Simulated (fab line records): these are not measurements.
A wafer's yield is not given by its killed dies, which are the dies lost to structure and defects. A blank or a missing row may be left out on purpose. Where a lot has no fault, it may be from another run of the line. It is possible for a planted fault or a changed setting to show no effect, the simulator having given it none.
A single fault, viewed from 2 desks ; flow n5Finfet ; only its own numbers are on each desk; what lay behind them is given at the end

== DESK OF THE TOOL OWNER: laserAnneal-02 ==
At N5_SD_ACTIVATION_LSA_01 (time 0.0008 s), the tool's own readings, given per lot that ran on this tool as the mean of the sampled wafers with a number. Marked OUT: a lot whose mean sits more than 4 standard deviations from the usual mean, which makes it out of limits; the brackets give that distance.
Columns: A = wafer_temp_C_max at N5_SD_ACTIVATION_LSA_01, usual 1085.7
lot;first seen here;A
L495;day 3 10:13;1084.0
L500;day 4 16:45;1083.1
L502;day 5 03:58;1084.5
L504;day 5 16:22;1083.6
L508;day 6 17:08;1143.0 (+25) OUT
L510;day 7 05:35;1141.4 (+24) OUT
This desk's verdict: out of limits on L508, L510, starting with L508 at day 6 17:08 (wafer_temp_C_max at N5_SD_ACTIVATION_LSA_01). Within limits: L495, L500, L502, L504.

== METROLOGY DESK ==
Lot by lot, what the gauges showed, no matter which tool ran the lot: averages of those sampled wafers that carry a number. Marked OUT: a lot whose mean sits more than 4 standard deviations from the usual mean, which makes it out of limits; the brackets give that distance. Of its 20 readings 7 are shown: the one that was out of limits first, and those that lie furthest out on some lot.
Columns: A = RS_SD_N at N5_SD_ACTIVATION_RS_MEAS_03, usual 21.81 ohm/sq; B = IOFF_P_LONG at N5_BEOL_M4_RC_MEAS_101, usual 0.000106 nA/um; C = RC_DENSE_N at N5_BEOL_M4_RC_MEAS_101, usual 18.9 ohm.um; D = RC_DENSE_P at N5_BEOL_M4_RC_MEAS_101, usual 23.5 ohm.um; E = RC_N at N5_BEOL_M4_RC_MEAS_101, usual 15.4 ohm.um; F = RC_P at N5_BEOL_M4_RC_MEAS_101, usual 19.2 ohm.um; G = RS_SD_N at N5_BEOL_M4_RC_MEAS_101, usual 28.3 ohm/sq
lot;first seen here;A;B;C;D;E;F;G
L495;day 3 10:23;21.52;0.000127;19.1;23.8;15.6;19.4;28.1
L500;day 4 16:56;22.09;0.000091;18.1;22.5;14.8;18.4;28.6
L501;day 4 22:47;21.63;0.000106;17.9;22.1;14.6;18.2;28.0
L502;day 5 04:10;21.46;0.000114;19.4;24.2;15.7;19.6;28.1
L504;day 5 16:32;21.70;0.000109;19.2;23.9;15.6;19.5;28.0
L508;day 6 17:20;16.36 (-20) OUT;0.000731 (+63) OUT;14.5 (-6.5) OUT;29.4 (+7.1) OUT;11.8 (-6.8) OUT;24.0 (+7.1) OUT;21.7 (-19) OUT
L510;day 7 05:47;16.41 (-20) OUT;0.000813 (+71) OUT;14.1 (-7.2) OUT;28.5 (+5.9) OUT;11.4 (-7.5) OUT;23.2 (+5.8) OUT;22.0 (-18) OUT
L515;day 8 09:07;21.62;0.000113;18.6;23.3;15.3;19.0;27.9
L517;day 9 03:08;22.02;0.000113;19.5;24.3;15.9;19.9;28.4
This desk finds L508, L510 out of limits, with the earliest case on L508 at day 6 17:20 (RS_SD_N at N5_SD_ACTIVATION_RS_MEAS_03). Within limits: L495, L500, L501, L502, L504, L515, L517.

== PUT TOGETHER ==
At day 6 17:08, on L508, L510, the tool owner's desk was in a position to raise an alarm.
An alarm was possible from the metrology desk at day 6 17:20, on L508, L510.
Every lot named ran N5_SD_ACTIVATION_LSA_01 on laserAnneal-02.

== WHAT WAS PUT IN BY THE SIMULATOR ==
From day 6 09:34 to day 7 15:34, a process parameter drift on laserAnneal-02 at N5_SD_ACTIVATION_LSA_01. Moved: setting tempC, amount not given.
Shown lots that were struck: L508, L510.
Fault start to first reading out of limits, in hours, per desk: tool owner, 8; metrology, 8.
